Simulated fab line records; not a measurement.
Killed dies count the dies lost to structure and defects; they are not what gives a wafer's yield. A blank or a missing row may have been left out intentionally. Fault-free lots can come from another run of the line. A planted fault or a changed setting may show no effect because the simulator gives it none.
fab line records	flow n5Finfet
record lots=24	wafers=72	lastDay=18
route steps=1938 shown BEOL_M11@1537 BEOL_M12@1641
lots untouched by any fault: they come from a run of this same line in which no faults occurred
startH: hours from the record's first day to the start of the lot's first wafer shown	waitH: hours elapsed since this lot's preceding step	" identical to the entry in the row above	L1.1+2: several wafers, shown together as one row	- either no value or no given start	* or withheld: withheld	< > ~ a bound
route shown NAME@n: NAME is a module with steps in the file, n the number in the route of the first one	usual: the fault-free wafers' mean and standard deviation	same: alike in all rows	chamber/n: place in a boat	sites: the reading at each site	_std_site: the standard deviation of these	_edge_site: outer sites' mean less inner sites'	radiusMm: for every site, how far away it sits from the centre of the wafer	mask NAME#n: copy n	behind: the most recent tool/chamber to have shaped the wafer	hold: what put the lot on hold/how long, in hours/how the hold closed	device: which transistor (n, p or np) failed to switch	end of line: the route-end tests of the same wafers	where a step has no rows: the recipe by itself	killed: at the first sort, the dies lost to defects and structure; wafer yield is something else	map: a wafer's dies, x killed, . not, _ none there
set.NAME: the run value of the setting; set.NAME@STEP: its run value at that earlier step	model.NAME: the simulator's own value behind a step, which no gauge read
steps of the route over a sample of lots; a table a step, a row a wafer
services: a tool's chamber out of use, with start hour (startH, from the record's first day; less than 0 if before it), hours out, and reason
## steps
# step N5_BEOL_M11_CURE_71
# recipe tempC=385	timeS=240	ambient=He/Ar	material=SiCOH_lowk
# usual lampPowerPct=52.31/0.057	wafer_temp_C_max=386.7/0.58
lot.wafer	tool	chamber	startH	waitH	lampPowerPct	wafer_temp_C_max
L074.4	uvCure-03	1	224.52	0.3	52.28	387.0
L074.5	"	1	"	"	52.41	386.6
L074.6	"	1	"	"	52.34	386.8
L075.1	uvCure-03	0	225.03	0.0	52.29	386.8
L075.3	"	0	"	"	52.29	387.0
L075.6	"	0	"	"	52.28	387.1
L076.3	uvCure-03	2	228.64	0.6	52.26	386.5
L076.4	"	2	"	"	52.28	386.0
L076.6	"	2	"	"	52.29	385.8
L078.3	uvCure-01	0	243.29	0.2	52.23	385.7
L078.4	"	0	"	"	52.24	385.9
L078.5	"	0	"	"	52.28	385.6
L077.1	uvCure-02	1	244.16	0.0	52.32	387.0
L077.2	"	1	"	"	52.33	387.0
L077.6	"	1	"	"	52.38	386.9
L079.1	uvCure-01	2	244.31	0.0	52.34	386.5
L079.4	"	2	"	"	52.29	386.5
L079.5	"	2	"	"	52.29	386.4
L080.2	uvCure-01	1	250.85	0.1	52.31	387.0
L080.3	"	1	"	"	52.37	386.9
L080.5	"	1	"	"	52.29	387.1
L081.2	uvCure-02	2	259.86	0.1	52.42	387.6
L081.3	"	2	"	"	52.39	386.7
L081.6	"	2	"	"	52.22	387.3
L082.1	uvCure-01	2	266.70	0.0	52.32	387.4
L082.4	"	2	"	"	52.35	386.8
L082.5	"	2	"	"	52.34	386.2
L083.1	uvCure-03	1	270.03	0.0	52.27	386.8
L083.3	"	1	"	"	52.36	387.2
L083.4	"	1	"	"	52.34	386.9
L084.1	uvCure-01	1	279.89	0.1	52.33	386.4
L084.3	"	1	"	"	52.34	387.1
L084.6	"	1	"	"	52.30	386.6
L085.1	uvCure-01	1	284.49	0.2	52.31	386.8
L085.4	"	1	"	"	52.30	387.0
L085.5	"	1	"	"	52.26	386.7
L086.3	uvCure-01	2	292.28	0.2	52.31	386.8
L086.5	"	2	"	"	52.38	386.6
L086.6	"	2	"	"	52.31	387.2
L088.2	uvCure-02	1	298.00	0.1	52.37	386.8
L088.3	"	1	"	"	52.35	386.5
L088.4	"	1	"	"	52.21	387.5
L089.2	uvCure-02	1	302.34	0.1	52.36	386.8
L089.3	"	1	"	"	52.27	386.5
L089.4	"	1	"	"	52.35	386.6
L090.1	uvCure-02	0	304.06	0.0	52.31	387.3
L090.3	"	0	"	"	52.36	387.0
L090.4	"	0	"	"	52.24	387.2
L087.1	uvCure-01	0	308.49	0.0	52.28	385.9
L087.3	"	0	"	"	52.24	385.8
L087.5	"	0	"	"	52.37	385.7
L091.3	uvCure-01	1	310.70	0.2	52.39	386.9
L091.4	"	1	"	"	52.31	386.9
L091.5	"	1	"	"	52.34	386.7
L092.4	uvCure-01	0	349.70	0.5	52.25	386.0
L092.5	"	0	"	"	52.35	385.5
L092.6	"	0	"	"	52.34	385.5
L093.1	uvCure-03	2	350.96	0.0	52.22	386.1
L093.4	"	2	"	"	52.28	386.3
L093.5	"	2	"	"	52.33	386.5
L097.2	uvCure-02	1	351.48	0.2	52.34	388.1
L097.3	"	1	"	"	52.34	386.8
L097.5	"	1	"	"	52.26	387.0
L094.1	uvCure-03	2	352.11	0.2	52.31	386.7
L094.2	"	2	"	"	52.29	386.7
L094.4	"	2	"	"	52.36	386.6
L095.2	uvCure-03	1	355.53	0.1	52.38	386.7
L095.3	"	1	"	"	52.34	386.7
L095.6	"	1	"	"	52.30	386.5
L096.3	uvCure-01	1	379.05	0.4	52.32	387.3
L096.4	"	1	"	"	52.34	386.3
L096.5	"	1	"	"	52.30	385.9
# step N5_BEOL_M11_OVL_MEAS_29
# recipe pointsPerWafer=44
# usual V10_OVL=-0.3/0.71
lot.wafer	tool	chamber	startH	waitH	V10_OVL[nm]
L074.4	overlay-01	0	230.28	0.0	-1.2
L074.5	"	0	"	"	-0.8
L074.6	"	0	"	"	-0.7
L075.1	overlay-01	0	230.45	0.0	0.7
L075.3	"	0	"	"	0.7
L075.6	"	0	"	"	-0.2
L076.3	overlay-02	0	233.09	0.0	0.6
L076.4	"	0	"	"	-1.5
L076.6	"	0	"	"	-0.3
L078.3	overlay-01	0	247.92	0.0	-1.4
L078.4	"	0	"	"	0.0
L078.5	"	0	"	"	-1.1
L079.1	overlay-01	0	248.30	0.0	-0.2
L079.4	"	0	"	"	0.1
L079.5	"	0	"	"	-0.9
L077.1	overlay-02	0	248.48	0.0	0.7
L077.2	"	0	"	"	0.4
L077.6	"	0	"	"	0.3
L080.2	overlay-01	0	253.92	0.0	0.6
L080.3	"	0	"	"	0.4
L080.5	"	0	"	"	-0.6
L081.2	overlay-01	0	263.86	0.0	-0.2
L081.3	"	0	"	"	-0.6
L081.6	"	0	"	"	-0.6
L082.1	overlay-01	0	271.68	0.0	-1.6
L082.4	"	0	"	"	-1.2
L082.5	"	0	"	"	-1.2
L083.1	overlay-02	0	275.27	0.0	1.0
L083.3	"	0	"	"	1.9
L083.4	"	0	"	"	-0.8
L084.1	overlay-01	0	282.89	0.0	-1.1
L084.3	"	0	"	"	-0.6
L084.6	"	0	"	"	-1.1
L085.1	overlay-01	0	287.94	0.0	-0.8
L085.4	"	0	"	"	-1.1
L085.5	"	0	"	"	0.2
L086.3	overlay-02	0	294.58	0.0	-1.3
L086.5	"	0	"	"	-0.8
L086.6	"	0	"	"	-1.4
L088.2	overlay-01	0	300.61	0.0	-0.1
L088.3	"	0	"	"	0.5
L088.4	"	0	"	"	-0.1
L089.2	overlay-02	0	307.22	0.0	-1.1
L089.3	"	0	"	"	1.2
L089.4	"	0	"	"	-0.8
L090.1	overlay-02	0	307.63	0.0	0.2
L090.3	"	0	"	"	-1.1
L090.4	"	0	"	"	-0.9
L087.1	overlay-02	0	311.36	0.0	1.3
L087.3	"	0	"	"	0.5
L087.5	"	0	"	"	0.2
L091.3	overlay-02	0	313.24	0.0	-0.8
L091.4	"	0	"	"	1.1
L091.5	"	0	"	"	0.1
L092.4	overlay-02	0	352.49	0.0	-0.4
L092.5	"	0	"	"	-0.1
L092.6	"	0	"	"	-0.1
L097.2	overlay-02	0	355.48	0.0	-1.1
L097.3	"	0	"	"	-0.2
L097.5	"	0	"	"	-0.8
L093.1	overlay-01	0	355.64	0.0	0.4
L093.4	"	0	"	"	-1.1
L093.5	"	0	"	"	-0.3
L094.1	overlay-02	0	355.81	0.0	-0.1
L094.2	"	0	"	"	0.1
L094.4	"	0	"	"	1.0
L095.2	overlay-02	0	358.99	0.0	-0.2
L095.3	"	0	"	"	0.3
L095.6	"	0	"	"	-0.3
L096.3	overlay-02	0	384.33	0.0	-0.5
L096.4	"	0	"	"	-0.8
L096.5	"	0	"	"	0.4
# step N5_BEOL_M11_ETCH_65
# recipe chemistry=CF4	target=SiARC	targetDepthA=390	maskMaterial=CAR-ArF	timeS=65	ionEnergyEv=80	pressureMtorr=40	sourceW=545	biasW=36	Ar_flow_sccm=100	cf4FlowSccm=100	ends=cleared
# usual drypumpMotorCurrentA=5.7/0.33	etchRfOnTimeS=66.0/1.4	oesProductAu=0.65/0.064	rfVppV=184.2/1	showerheadPlenumPTorr=2.14/0.058	throttleValvePct=15.56/0.17
lot.wafer	tool	chamber	startH	waitH	drypumpMotorCurrentA	etchRfOnTimeS	oesProductAu	rfHoursCounterH	rfVppV	showerheadPlenumPTorr	throttleValvePct
L074.4	rieDiel-02	1	230.38	0.0	6.1	65.8	0.73	56	183.7	2.16	15.79
L074.5	"	3	"	"	5.2	63.8	0.69	-	183.9	2.16	15.30
L074.6	"	2	"	"	5.5	64.4	0.61	-	184.6	2.11	15.51
L075.1	rieDiel-04	3	230.84	0.0	5.4	67.2	0.62	182	185.3	2.21	15.63
L075.3	"	2	"	"	6.1	66.7	0.61	175	185.7	2.22	15.49
L075.6	"	2	"	"	6.0	65.7	0.62	-	184.6	2.22	15.49
L076.3	rieDiel-06	1	233.87	0.0	5.3	64.3	0.67	155	184.7	2.13	15.72
L076.4	"	2	"	"	6.0	65.1	0.71	67	183.5	2.09	15.61
L076.6	"	2	"	"	6.0	64.9	0.71	-	183.0	2.09	15.60
L078.3	rieDiel-04	3	248.01	0.0	5.4	66.3	0.62	186	185.9	2.21	15.64
L078.4	"	2	"	"	6.1	65.8	0.61	179	183.7	2.22	15.51
L078.5	"	0	"	"	5.9	66.3	0.60	-	185.1	2.12	15.62
L079.1	rieDiel-02	1	248.39	0.0	6.1	65.8	0.73	62	184.2	2.16	15.80
L079.4	"	3	"	"	5.1	63.6	0.69	97	184.0	2.15	15.30
L079.5	"	3	"	"	5.2	63.6	0.69	-	183.6	2.15	15.30
L077.1	rieDiel-04	1	248.57	0.0	5.8	67.7	0.67	111	182.4	2.07	15.40
L077.2	"	3	"	"	5.4	67.8	0.61	186	186.1	2.21	15.63
L077.6	"	2	"	"	6.1	65.8	0.62	-	184.8	2.22	15.51
L080.2	rieDiel-04	0	254.16	0.0	5.9	67.5	0.58	235	183.9	2.12	15.62
L080.3	"	2	"	"	6.1	65.8	0.61	181	185.1	2.22	15.51
L080.5	"	2	"	"	6.1	65.2	0.61	-	183.8	2.22	15.51
L081.2	rieDiel-04	3	263.96	0.0	5.4	67.1	0.61	191	185.2	2.21	15.66
L081.3	"	1	"	"	5.8	66.8	0.68	116	182.6	2.07	15.43
L081.6	"	2	"	"	6.1	65.1	0.61	-	184.8	2.22	15.51
L082.1	rieDiel-02	1	271.77	0.0	6.1	65.7	0.72	71	183.8	2.16	15.83
L082.4	"	2	"	"	5.5	65.1	0.60	229	183.8	2.11	15.51
L082.5	"	2	"	"	5.5	64.6	0.60	-	181.8	2.11	15.52
L083.1	rieDiel-06	3	275.36	0.0	5.5	64.4	0.62	209	183.4	2.04	15.92
L083.3	"	2	"	"	6.0	65.6	0.69	84	182.3	2.09	15.64
L083.4	"	1	"	"	5.3	65.0	0.64	172	184.6	2.13	15.75
L084.1	rieDiel-04	0	283.18	0.0	5.9	66.6	0.58	246	183.4	2.11	15.63
L084.3	"	2	"	"	6.1	65.5	0.61	191	185.8	2.21	15.53
L084.6	"	2	"	"	6.1	65.4	0.61	-	184.7	2.21	15.54
L085.1	rieDiel-04	1	288.04	0.0	5.8	68.0	0.66	125	184.3	2.06	15.43
L085.4	"	0	"	"	5.9	67.9	0.58	-	184.3	2.11	15.65
L085.5	"	1	"	"	5.8	68.2	0.67	-	183.2	2.06	15.42
L086.3	rieDiel-04	3	294.69	0.0	5.3	66.9	0.61	201	184.1	2.20	15.66
L086.5	"	1	"	"	5.8	67.2	0.67	-	183.5	2.06	15.43
L086.6	"	0	"	"	5.9	66.9	0.58	-	183.8	2.11	15.64
L088.2	rieDiel-02	3	300.73	0.0	5.2	63.0	0.67	115	185.6	2.15	15.34
L088.3	"	1	"	"	6.1	65.7	0.71	80	184.2	2.15	15.85
L088.4	"	0	"	"	5.5	63.8	0.74	49	184.1	2.16	15.65
L089.2	rieDiel-04	1	307.31	0.0	5.8	67.5	0.66	133	183.3	2.06	15.44
L089.3	"	2	"	"	6.1	65.5	0.60	195	185.3	2.21	15.52
L089.4	"	3	"	"	5.4	66.2	0.61	-	184.0	2.20	15.67
L090.1	rieDiel-04	3	308.46	0.0	5.4	67.1	0.61	208	186.2	2.20	15.69
L090.3	"	1	"	"	5.8	67.6	0.65	134	183.0	2.06	15.44
L090.4	"	1	"	"	5.8	67.9	0.66	-	184.1	2.06	15.44
L087.1	rieDiel-02	3	311.48	0.0	5.2	64.4	0.67	119	184.6	2.15	15.35
L087.3	"	1	"	"	6.1	66.1	0.72	83	184.8	2.15	15.84
L087.5	"	1	"	"	6.1	66.7	0.71	-	183.8	2.15	15.84
L091.3	rieDiel-04	2	313.33	0.0	6.1	65.6	0.60	198	184.8	2.21	15.54
L091.4	"	1	"	"	5.9	68.1	0.66	-	182.8	2.06	15.45
L091.5	"	2	"	"	6.1	66.1	0.60	-	184.7	2.21	15.53
L092.4	rieDiel-04	0	352.59	0.0	5.9	64.2	0.85	5	183.6	2.11	15.20
L092.5	"	1	"	"	5.8	67.4	0.65	-	183.3	2.06	15.47
L092.6	"	2	"	"	6.1	65.7	0.59	-	184.7	2.21	15.56
L097.2	rieDiel-04	2	355.57	0.0	6.1	65.6	0.60	213	185.8	2.21	15.56
L097.3	"	1	"	"	5.8	67.9	0.64	150	182.1	2.06	15.47
L097.5	"	0	"	"	5.9	64.7	0.83	-	184.4	2.11	15.20
L093.1	rieDiel-06	3	355.74	0.0	5.5	64.5	0.61	232	182.7	2.03	15.97
L093.4	"	0	"	"	5.1	63.4	0.79	25	185.2	2.18	15.18
L093.5	"	0	"	"	5.1	62.9	0.79	-	186.2	2.18	15.19
L094.1	rieDiel-04	1	356.03	0.0	5.8	68.9	0.64	150	184.2	2.05	15.48
L094.2	"	0	"	"	6.0	65.6	0.83	6	184.7	2.11	15.20
L094.4	"	2	"	"	6.0	67.0	0.58	213	184.8	2.21	15.58
L095.2	rieDiel-02	0	359.09	0.0	5.4	64.5	0.71	64	184.5	2.16	15.68
L095.3	"	3	"	"	5.1	63.4	0.67	131	183.6	2.14	15.37
L095.6	"	3	"	"	5.1	63.4	0.66	-	183.6	2.14	15.37
L096.3	rieDiel-04	3	384.58	0.0	5.4	68.2	0.58	230	185.3	2.19	15.71
L096.4	"	2	"	"	6.1	67.0	0.59	219	183.9	2.20	15.59
L096.5	"	2	"	"	6.1	66.3	0.59	-	185.7	2.20	15.59
# step N5_BEOL_M11_CD_MEAS_35
# recipe targetCdNm=70	polarity=opening
# usual cdNm=69.9/0.73
lot.wafer	tool	chamber	startH	waitH	cdNm
L074.4	cdSem-02	-	230.99	0.0	68.7
L074.5	"	-	"	"	69.7
L074.6	"	-	"	"	69.1
L075.1	cdSem-03	-	231.45	0.0	69.7
L075.3	"	-	"	"	69.8
L075.6	"	-	"	"	70.4
L076.3	cdSem-03	-	234.48	0.0	69.5
L076.4	"	-	"	"	70.2
L076.6	"	-	"	"	69.8
L078.3	cdSem-03	-	248.63	0.0	70.0
L078.4	"	-	"	"	69.0
L078.5	"	-	"	"	69.4
L079.1	cdSem-03	-	249.01	0.0	70.7
L079.4	"	-	"	"	70.9
L079.5	"	-	"	"	70.6
L077.1	cdSem-02	-	249.20	0.0	70.0
L077.2	"	-	"	"	69.5
L077.6	"	-	"	"	69.3
L080.2	cdSem-02	-	254.77	0.0	69.7
L080.3	"	-	"	"	70.2
L080.5	"	-	"	"	69.7
L081.2	cdSem-02	-	264.57	0.0	69.4
L081.3	"	-	"	"	69.7
L081.6	"	-	"	"	68.5
L082.1	cdSem-01	-	272.50	0.0	70.1
L082.4	"	-	"	"	69.5
L082.5	"	-	"	"	70.2
L083.1	cdSem-01	-	275.98	0.0	69.3
L083.3	"	-	"	"	70.2
L083.4	"	-	"	"	70.5
L084.1	cdSem-03	-	283.79	0.0	71.0
L084.3	"	-	"	"	70.6
L084.6	"	-	"	"	69.8
L085.1	cdSem-01	-	288.76	0.0	70.2
L085.4	"	-	"	"	71.5
L085.5	"	-	"	"	71.1
L086.3	cdSem-01	-	295.31	0.0	70.9
L086.5	"	-	"	"	70.4
L086.6	"	-	"	"	70.8
L088.2	cdSem-02	-	301.52	0.0	69.1
L088.3	"	-	"	"	69.1
L088.4	"	-	"	"	69.1
L089.2	cdSem-01	-	307.93	0.0	68.7
L089.3	"	-	"	"	69.4
L089.4	"	-	"	"	68.7
L090.1	cdSem-01	-	309.07	0.0	70.2
L090.3	"	-	"	"	70.4
L090.4	"	-	"	"	70.7
L087.1	cdSem-02	-	312.09	0.0	69.6
L087.3	"	-	"	"	70.0
L087.5	"	-	"	"	69.8
L091.3	cdSem-01	-	314.04	0.0	71.0
L091.4	"	-	"	"	70.2
L091.5	"	-	"	"	70.5
L092.4	cdSem-03	-	353.20	0.0	70.7
L092.5	"	-	"	"	69.7
L092.6	"	-	"	"	70.0
L097.2	cdSem-02	-	356.18	0.0	69.7
L097.3	"	-	"	"	69.1
L097.5	"	-	"	"	68.3
L093.1	cdSem-02	-	356.35	0.0	70.6
L093.4	"	-	"	"	69.6
L093.5	"	-	"	"	70.2
L094.1	cdSem-02	-	356.74	0.0	69.0
L094.2	"	-	"	"	70.1
L094.4	"	-	"	"	70.4
L095.2	cdSem-03	-	359.70	0.0	70.5
L095.3	"	-	"	"	70.0
L095.6	"	-	"	"	70.4
L096.3	cdSem-02	-	385.19	0.0	69.5
L096.4	"	-	"	"	68.2
L096.5	"	-	"	"	69.0
# step N5_BEOL_M11_RS_MEAS_57
# recipe thkMeasGauge=four-point-probe	reads=Cu_of_BEOL_M11_ECD_50+Co_of_BEOL_M11_CVD_75+TaN_of_BEOL_M11_ALD_74
# usual M11_RS=0.154/0.0033
lot.wafer	tool	chamber	startH	waitH	M11_RS[ohm/sq]
L074.4	filmMetro-02	-	234.83	0.0	0.150
L074.5	"	-	"	"	0.147
L074.6	"	-	"	"	0.151
L075.1	filmMetro-02	-	235.21	0.0	0.155
L075.3	"	-	"	"	0.154
L075.6	"	-	"	"	0.156
L076.3	filmMetro-01	-	238.48	0.0	0.149
L076.4	"	-	"	"	0.152
L076.6	"	-	"	"	0.150
L078.3	filmMetro-02	-	250.74	0.0	0.153
L078.4	"	-	"	"	0.151
L078.5	"	-	"	"	0.154
L079.1	filmMetro-02	-	251.40	0.0	0.150
L079.4	"	-	"	"	0.147
L079.5	"	-	"	"	0.149
L077.1	filmMetro-01	-	251.98	0.0	0.153
L077.2	"	-	"	"	0.153
L077.6	"	-	"	"	0.150
L080.2	filmMetro-02	-	257.34	0.0	0.157
L080.3	"	-	"	"	0.150
L080.5	"	-	"	"	0.152
L081.2	filmMetro-01	-	266.81	0.0	0.158
L081.3	"	-	"	"	0.159
L081.6	"	-	"	"	0.156
L082.1	filmMetro-01	-	276.44	0.0	0.155
L082.4	"	-	"	"	0.160
L082.5	"	-	"	"	0.157
L083.1	filmMetro-01	-	278.34	0.0	0.151
L083.3	"	-	"	"	0.152
L083.4	"	-	"	"	0.153
L084.1	filmMetro-01	-	287.30	0.0	0.158
L084.3	"	-	"	"	0.153
L084.6	"	-	"	"	0.156
L085.1	filmMetro-01	-	290.87	0.1	0.155
L085.4	"	-	"	"	0.152
L085.5	"	-	"	"	0.157
L086.3	filmMetro-01	-	297.81	0.0	0.153
L086.5	"	-	"	"	0.155
L086.6	"	-	"	"	0.157
L088.2	filmMetro-01	-	304.03	0.0	0.150
L088.3	"	-	"	"	0.154
L088.4	"	-	"	"	0.150
L089.2	filmMetro-02	-	310.71	0.0	0.156
L089.3	"	-	"	"	0.155
L089.4	"	-	"	"	0.153
L090.1	filmMetro-02	-	312.04	0.1	0.156
L090.3	"	-	"	"	0.157
L090.4	"	-	"	"	0.159
L087.1	filmMetro-01	-	314.83	0.0	0.149
L087.3	"	-	"	"	0.153
L087.5	"	-	"	"	0.152
L091.3	filmMetro-02	-	316.55	0.0	0.154
L091.4	"	-	"	"	0.156
L091.5	"	-	"	"	0.155
L092.4	filmMetro-01	-	355.79	0.0	0.153
L092.5	"	-	"	"	0.158
L092.6	"	-	"	"	0.157
L093.1	filmMetro-02	-	358.58	0.0	0.152
L093.4	"	-	"	"	0.148
L093.5	"	-	"	"	0.145
L097.2	filmMetro-02	-	359.27	0.1	0.158
L097.3	"	-	"	"	0.157
L097.5	"	-	"	"	0.153
L094.1	filmMetro-01	-	360.68	0.1	0.157
L094.2	"	-	"	"	0.150
L094.4	"	-	"	"	0.156
L095.2	filmMetro-02	-	361.99	0.1	0.148
L095.3	"	-	"	"	0.151
L095.6	"	-	"	"	0.150
L096.3	filmMetro-01	-	387.79	0.3	0.159
L096.4	"	-	"	"	0.157
L096.5	"	-	"	"	0.154
# step N5_BEOL_M12_OCD_MEAS_35
# usual trenchDepthNm=319/4.6
lot.wafer	tool	chamber	startH	waitH	trenchDepthNm
L074.4	ocd-01	-	236.97	0.0	322
L074.5	"	-	"	"	310
L074.6	"	-	"	"	315
L075.1	ocd-02	-	237.46	0.0	309
L075.3	"	-	"	"	317
L075.6	"	-	"	"	317
L076.3	ocd-01	-	240.85	0.0	324
L076.4	"	-	"	"	316
L076.6	"	-	"	"	318
L078.3	ocd-02	-	253.35	0.0	326
L078.4	"	-	"	"	323
L078.5	"	-	"	"	326
L079.1	ocd-02	-	253.84	0.0	309
L079.4	"	-	"	"	315
L079.5	"	-	"	"	317
L077.1	ocd-02	-	254.33	0.0	319
L077.2	"	-	"	"	313
L077.6	"	-	"	"	310
L080.2	ocd-02	-	259.98	0.0	318
L080.3	"	-	"	"	317
L080.5	"	-	"	"	321
L081.2	ocd-02	-	269.04	0.0	320
L081.3	"	-	"	"	310
L081.6	"	-	"	"	325
L082.1	ocd-02	-	278.59	0.0	315
L082.4	"	-	"	"	321
L082.5	"	-	"	"	317
L083.1	ocd-02	-	281.08	0.0	316
L083.3	"	-	"	"	315
L083.4	"	-	"	"	324
L084.1	ocd-02	-	289.85	0.0	318
L084.3	"	-	"	"	316
L084.6	"	-	"	"	325
L085.1	ocd-02	-	293.62	0.0	326
L085.4	"	-	"	"	317
L085.5	"	-	"	"	323
L086.3	ocd-01	-	300.48	0.0	319
L086.5	"	-	"	"	312
L086.6	"	-	"	"	314
L088.2	ocd-02	-	306.26	0.0	316
L088.3	"	-	"	"	314
L088.4	"	-	"	"	318
L089.2	ocd-02	-	313.01	0.0	321
L089.3	"	-	"	"	312
L089.4	"	-	"	"	323
L090.1	ocd-01	-	314.18	0.0	316
L090.3	"	-	"	"	313
L090.4	"	-	"	"	322
L087.1	ocd-01	-	317.12	0.0	319
L087.3	"	-	"	"	312
L087.5	"	-	"	"	324
L091.3	ocd-02	-	318.61	0.0	323
L091.4	"	-	"	"	328
L091.5	"	-	"	"	320
L092.4	ocd-02	-	357.81	0.0	311
L092.5	"	-	"	"	321
L092.6	"	-	"	"	320
L093.1	ocd-01	-	361.04	0.0	321
L093.4	"	-	"	"	324
L093.5	"	-	"	"	317
L097.2	ocd-02	-	361.60	0.0	321
L097.3	"	-	"	"	319
L097.5	"	-	"	"	313
L094.1	ocd-01	-	362.86	0.0	324
L094.2	"	-	"	"	325
L094.4	"	-	"	"	323
L095.2	ocd-01	-	364.14	0.0	314
L095.3	"	-	"	"	322
L095.6	"	-	"	"	310
L096.3	ocd-02	-	390.67	0.0	326
L096.4	"	-	"	"	319
L096.5	"	-	"	"	321
## services
tool	chamber	startH	hours	kind
rieDiel-06	-	201.04	0.4	repair
rieDiel-04	2	210.52	4.3	repair
uvCure-01	-	227.98	0.8	repair
rieDiel-04	0	233.13	1.3	repair
rieDiel-06	3	237.11	10.1	repair
uvCure-01	-	251.38	0.3	repair
rieDiel-02	2	262.89	2.0	repair
rieDiel-02	-	275.04	4.0	pm
rieDiel-02	2	291.71	6.1	repair
rieDiel-06	2	293.86	4.5	repair
uvCure-03	-	295.39	2.1	pm
rieDiel-06	3	298.24	2.1	repair
rieDiel-04	0	299.28	-	clean
rieDiel-04	0	299.28	-	consumableReplace:focusRing
uvCure-03	-	320.18	14.6	pm
uvCure-02	-	343.66	1.6	repair
rieDiel-02	-	352.24	2.8	pm
rieDiel-02	2	356.20	-	clean
rieDiel-02	2	356.20	-	consumableReplace:esc
rieDiel-02	2	356.20	-	consumableReplace:focusRing
rieDiel-02	2	356.20	18.2	scheduledDown
rieDiel-02	2	356.20	18.2	ventCycle
uvCure-03	-	370.01	2.8	pm
rieDiel-06	-	383.85	14.6	pm
## key
fault none
